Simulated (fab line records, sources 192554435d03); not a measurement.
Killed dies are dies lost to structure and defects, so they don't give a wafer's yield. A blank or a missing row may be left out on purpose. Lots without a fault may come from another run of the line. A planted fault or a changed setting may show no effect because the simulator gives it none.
Tool commonality check | flow n5_finfet | 9 lots, 25 wafers sampled

WHY IT WAS OPENED
At N5_BEOL_M4_RC_MEAS_101 the reading RC_N is flagged on 2 of 9 lots. Wafers without a fault read 15.7 ohm.um, standard deviation 0.38.
Rule: a lot is flagged when every wafer of it that has a number lies more than 4 standard deviations from that mean, or none has a number. The other lots count as sound.

lot  | measured     | on        | RC_N (ohm.um), wafer by wafer | flag
L317 | day 12 01:04 | prober-02 | 15.7 15.4 15.2                |
L315 | day 12 07:17 | prober-01 | 15.5 15.6 15.4                |
L316 | day 12 09:55 | prober-01 | 15.6 15.8 16.1                |
L319 | day 12 14:16 | prober-01 | 15.9 15.8 15.5                |
L321 | day 13 17:46 | prober-01 | 15.1 15.4                     |
L332 | day 15 12:46 | prober-02 | 19.2 19.3 18.8                | FLAGGED
L331 | day 15 22:14 | prober-02 | 19.8 18.9 19.1                | FLAGGED
L334 | day 16 18:10 | prober-01 | 15.0 16.0                     |
L336 | day 17 01:52 | prober-02 | 15.2 15.9 15.3                |
The numbers of the flagged lots are 19.2 ohm.um on average: +3.5 ohm.um against the usual, or +9 standard deviations.

WHICH TOOL RAN EACH LOT
The record holds 4 process steps before the reading, out of a route of 1938 steps. In each cell: the tool, then ch and the chambers that the sampled wafers went through, then the start.
lot  | flag    | N5_MOL_CONTACT_COAG_DESCUM_13     | N5_MOL_CONTACT_COAG_IMPLANT_129 | N5_MOL_CONTACT_COAG_SPUTTER_143 | N5_MOL_CONTACT_COAG_ANNEAL_113
L317 |         | rie_diel-04 ch 0,2,3, day 5 06:17 | implanter-02 ch 0, day 5 06:44  | pvd_sputter-02, day 5 10:52     | rtp_anneal-02 ch 0, day 5 11:50
L315 |         | rie_diel-01 ch 1,2,3, day 5 03:53 | implanter-02 ch 0, day 5 04:23  | pvd_sputter-02, day 5 09:52     | rtp_anneal-02 ch 0, day 5 10:55
L316 |         | rie_diel-04 ch 0,1,2, day 5 04:07 | implanter-01 ch 0, day 5 04:32  | pvd_sputter-02, day 5 10:08     | rtp_anneal-01 ch 0, day 5 10:52
L319 |         | rie_diel-04 ch 0,2,3, day 5 19:46 | implanter-02 ch 0, day 5 20:11  | pvd_sputter-01, day 6 00:49     | rtp_anneal-02 ch 0, day 6 01:52
L321 |         | rie_diel-01 ch 0,2, day 6 08:20   | implanter-01 ch 0, day 6 08:52  | pvd_sputter-03, day 6 12:25     | rtp_anneal-02 ch 0, day 6 13:35
L332 | FLAGGED | rie_diel-04 ch 0,1, day 8 20:28   | implanter-02 ch 0, day 8 21:02  | pvd_sputter-01, day 9 00:10     | rtp_anneal-02 ch 0, day 9 01:11
L331 | FLAGGED | rie_diel-01 ch 2,3, day 8 18:44   | implanter-02 ch 0, day 8 19:14  | pvd_sputter-02, day 8 21:28     | rtp_anneal-01 ch 0, day 8 22:27
L334 |         | rie_diel-05 ch 0,2, day 9 09:58   | implanter-01 ch 0, day 9 10:28  | pvd_sputter-01, day 9 12:59     | rtp_anneal-01 ch 0, day 9 14:01
L336 |         | rie_diel-05 ch 0,3, day 10 01:44  | implanter-01 ch 0, day 10 02:10 | pvd_sputter-02, day 10 05:06    | rtp_anneal-01 ch 0, day 10 05:50
What these steps do:
- N5_MOL_CONTACT_COAG_DESCUM_13: chemistry O2, time 7 s.
- N5_MOL_CONTACT_COAG_IMPLANT_129
- N5_MOL_CONTACT_COAG_SPUTTER_143: material Co, target thk 2.5 nm.
- N5_MOL_CONTACT_COAG_ANNEAL_113: time 300 s.
- N5_BEOL_M4_RC_MEAS_101

FLAGGED OVER TOTAL, TOOL BY TOOL (the gauges that took the reading come last)
step                            | tool           | lots run | flagged | share of the flagged lots | sound lots run after its first flagged lot
N5_MOL_CONTACT_COAG_DESCUM_13   | rie_diel-01    | 3        | 1       | some                      | 0
N5_MOL_CONTACT_COAG_DESCUM_13   | rie_diel-04    | 4        | 1       | some                      | 0
N5_MOL_CONTACT_COAG_DESCUM_13   | rie_diel-05    | 2        | 0       | none                      | -
N5_MOL_CONTACT_COAG_IMPLANT_129 | implanter-01   | 4        | 0       | none                      | -
N5_MOL_CONTACT_COAG_IMPLANT_129 | implanter-02   | 5        | 2       | all                       | 0
N5_MOL_CONTACT_COAG_SPUTTER_143 | pvd_sputter-01 | 3        | 1       | some                      | 1 (L334)
N5_MOL_CONTACT_COAG_SPUTTER_143 | pvd_sputter-02 | 5        | 1       | some                      | 1 (L336)
N5_MOL_CONTACT_COAG_SPUTTER_143 | pvd_sputter-03 | 1        | 0       | none                      | -
N5_MOL_CONTACT_COAG_ANNEAL_113  | rtp_anneal-01  | 4        | 1       | some                      | 2 (L334,L336)
N5_MOL_CONTACT_COAG_ANNEAL_113  | rtp_anneal-02  | 5        | 1       | some                      | 0
N5_BEOL_M4_RC_MEAS_101          | prober-01      | 5        | 0       | none                      | -
N5_BEOL_M4_RC_MEAS_101          | prober-02      | 4        | 2       | all                       | 1 (L336)

WHAT THE TABLE ALLOWS
2 rows of the table ran every flagged lot: implanter-02 at N5_MOL_CONTACT_COAG_IMPLANT_129, prober-02 at N5_BEOL_M4_RC_MEAS_101.
- implanter-02 at N5_MOL_CONTACT_COAG_IMPLANT_129: 2 of its 5 lots flagged. Its last sound lot is L319 (day 5 20:11), its first flagged lot L331 (day 8 19:14): a fault that began between those two fits. Its own readings lie more than 4 standard deviations out on every wafer of the flagged lots: beam_energy_keV, end_station_pressure_torr.
- prober-02 at N5_BEOL_M4_RC_MEAS_101: 2 of its 4 lots flagged. Sound lots ran on it after the first flagged one (L336), which a lasting fault on the whole tool wouldn't allow.
One tool is left: implanter-02 at N5_MOL_CONTACT_COAG_IMPLANT_129.

WHAT THE SIMULATOR HAD PUT IN
Process parameter drift: implanter-02, from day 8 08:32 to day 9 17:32, at N5_MOL_CONTACT_COAG_IMPLANT_129. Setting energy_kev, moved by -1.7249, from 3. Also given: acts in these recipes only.
Lots struck among those shown: L332, L331. The rule above found the same.
